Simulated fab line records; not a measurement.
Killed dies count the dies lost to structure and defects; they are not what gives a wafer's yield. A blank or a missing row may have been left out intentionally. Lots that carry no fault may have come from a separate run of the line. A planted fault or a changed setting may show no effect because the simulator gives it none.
What tool caused it? :: flow nand-harc :: Sampling: 11 lots, 33 wafers, 5 of 1159 route steps

== WHAT THE GAUGES READ, wafer by wafer ==
NHARC_END_SORT_01.
lot: L748
measured: day 20 03:44
on: prober-01
killed-at-periphery: 0 1 1

lot: L750
measured: day 19 22:36
on: prober-02
killed-at-periphery: 3 3 5

lot: L749
measured: day 20 10:46
on: prober-01
killed-at-periphery: 4 4 2

lot: L754
measured: day 20 21:58
on: prober-02
killed-at-periphery: 2 6 3

lot: L755
measured: day 21 03:21
on: prober-02
killed-at-periphery: 4 1 3

lot: L758
measured: day 21 12:00
on: prober-02
killed-at-periphery: 7 6 7

lot: L759
measured: day 22 13:04
on: prober-02
killed-at-periphery: 5 2 4

lot: L761
measured: day 22 01:23
on: prober-02
killed-at-periphery: 4 2 4

lot: L765
measured: day 23 18:00
on: prober-02
killed-at-periphery: 5 2 1

lot: L769
measured: day 24 09:41
on: prober-01
killed-at-periphery: 3 652 1

lot: L770
measured: day 24 18:07
on: prober-02
killed-at-periphery: 624 4 1

== WHAT TOOL EACH LOT RAN ON (gives the tool, then ch and the chambers of the sampled wafers, and finally the start) ==
lot: L748
NHARC_P_M2_PVD_21: pvd-sputter-03, day 6 08:53
NHARC_A_M1_ETCH_28: rie-diel-12 ch 0,1,2, day 18 15:39 or earlier
NHARC_A_M1_PRE_CLEAN_30: pvd-sputter-01, day 18 15:39 or earlier
NHARC_A_BONDPAD_ANNEAL_28: rtp-anneal-01 ch 0, day 18 15:39

lot: L750
NHARC_P_M2_PVD_21: pvd-sputter-01, day 6 11:34
NHARC_A_M1_ETCH_28: rie-diel-06 ch 2,3, day 18 13:43 or earlier
NHARC_A_M1_PRE_CLEAN_30: pvd-sputter-01, day 18 13:43 or earlier
NHARC_A_BONDPAD_ANNEAL_28: rtp-anneal-01 ch 0, day 18 13:43

lot: L749
NHARC_P_M2_PVD_21: pvd-sputter-03, day 6 16:15
NHARC_A_M1_ETCH_28: rie-diel-07 ch 0,1,3, day 18 19:08 or earlier
NHARC_A_M1_PRE_CLEAN_30: pvd-sputter-02, day 18 19:08 or earlier
NHARC_A_BONDPAD_ANNEAL_28: rtp-anneal-01 ch 0, day 18 19:08

lot: L754
NHARC_P_M2_PVD_21: pvd-sputter-03, day 7 16:14
NHARC_A_M1_ETCH_28: rie-diel-06 ch 0,1, day 19 11:02 or earlier
NHARC_A_M1_PRE_CLEAN_30: pvd-sputter-01, day 19 11:02 or earlier
NHARC_A_BONDPAD_ANNEAL_28: rtp-anneal-01 ch 0, day 19 11:02

lot: L755
NHARC_P_M2_PVD_21: pvd-sputter-03, day 8 01:36
NHARC_A_M1_ETCH_28: rie-diel-06 ch 0,2, day 19 20:39 or earlier
NHARC_A_M1_PRE_CLEAN_30: pvd-sputter-01, day 19 20:39 or earlier
NHARC_A_BONDPAD_ANNEAL_28: rtp-anneal-02 ch 0, day 19 20:39

lot: L758
NHARC_P_M2_PVD_21: pvd-sputter-01, day 8 15:36
NHARC_A_M1_ETCH_28: rie-diel-06 ch 1,2,3, day 20 08:01 or earlier
NHARC_A_M1_PRE_CLEAN_30: pvd-sputter-02, day 20 08:01 or earlier
NHARC_A_BONDPAD_ANNEAL_28: rtp-anneal-01 ch 0, day 20 08:01

lot: L759
NHARC_P_M2_PVD_21: pvd-sputter-01, day 8 22:50
NHARC_A_M1_ETCH_28: rie-diel-12 ch 0,2, day 21 06:14 or earlier
NHARC_A_M1_PRE_CLEAN_30: pvd-sputter-03, day 21 06:14 or earlier
NHARC_A_BONDPAD_ANNEAL_28: rtp-anneal-02 ch 0, day 21 06:14

lot: L761
NHARC_P_M2_PVD_21: pvd-sputter-01, day 9 11:40
NHARC_A_M1_ETCH_28: rie-diel-07 ch 1,2, day 20 19:58 or earlier
NHARC_A_M1_PRE_CLEAN_30: pvd-sputter-01, day 20 19:58 or earlier
NHARC_A_BONDPAD_ANNEAL_28: rtp-anneal-01 ch 0, day 20 19:58

lot: L765
NHARC_P_M2_PVD_21: pvd-sputter-03, day 10 14:08
NHARC_A_M1_ETCH_28: rie-diel-07 ch 0,3, day 22 15:13 or earlier
NHARC_A_M1_PRE_CLEAN_30: pvd-sputter-03, day 22 15:13 or earlier
NHARC_A_BONDPAD_ANNEAL_28: rtp-anneal-02 ch 0, day 22 15:13

lot: L769
NHARC_P_M2_PVD_21: pvd-sputter-03, day 11 12:02
NHARC_A_M1_ETCH_28: rie-diel-06 ch 1,2, day 22 20:37 or earlier
NHARC_A_M1_PRE_CLEAN_30: pvd-sputter-03, day 22 20:37 or earlier
NHARC_A_BONDPAD_ANNEAL_28: rtp-anneal-01 ch 0, day 22 20:37

lot: L770
NHARC_P_M2_PVD_21: pvd-sputter-03, day 11 16:48
NHARC_A_M1_ETCH_28: rie-diel-06 ch 1, day 23 09:07 or earlier
NHARC_A_M1_PRE_CLEAN_30: pvd-sputter-01, day 23 09:07 or earlier
NHARC_A_BONDPAD_ANNEAL_28: rtp-anneal-02 ch 0, day 23 09:07
- NHARC_P_M2_PVD_21: deposits Cu, target thk 30 nm, time 20.49 s.
- NHARC_A_M1_ETCH_28: etches the open film in CF4/N2, target depth 30 nm, time 72.99 s.
- NHARC_A_M1_PRE_CLEAN_30: time 30 s.
- NHARC_A_BONDPAD_ANNEAL_28: time 90 s.

== THE ANSWER, worked out from the rows above alone ==
Rule: the usual values come from the lots themselves. The widest of any qualifying gaps counts: lots, ordered by their means at a reading, are off when they make up no more than a third of the lots, leave a main group of 4 or more, and stand apart from it by 3 or more times the standard deviation of that group's means. A main group is skipped when, at the precision printed for the reading in the tables above, its means are all equal. A lot without any number at a reading at which 4 lots or more have one is off too. Where the step has rows for the other lots, those lots are counted as sound.
Off, at NHARC_END_SORT_01 on killed-at-periphery: L769, L770. Mean 3.4 and standard deviation 1.5 in the main group.
If a tool, at a process step before that reading, ran all the lots that are off and no sound lot after the first of them, it fits. The gauges at NHARC_END_SORT_01 are tried like those tools. Because NHARC_A_M1_ETCH_28 lacks a start for some lots, the hours and order of its lots are taken from NHARC_A_BONDPAD_ANNEAL_28. Because NHARC_A_M1_PRE_CLEAN_30 lacks a start for some lots, the hours and order of its lots are taken from NHARC_A_BONDPAD_ANNEAL_28. Can't be told from this: 2 tools fit, pvd-sputter-03 at NHARC_P_M2_PVD_21, rie-diel-06 at NHARC_A_M1_ETCH_28.

== WHAT HAD BEEN PUT IN BY THE SIMULATOR ==
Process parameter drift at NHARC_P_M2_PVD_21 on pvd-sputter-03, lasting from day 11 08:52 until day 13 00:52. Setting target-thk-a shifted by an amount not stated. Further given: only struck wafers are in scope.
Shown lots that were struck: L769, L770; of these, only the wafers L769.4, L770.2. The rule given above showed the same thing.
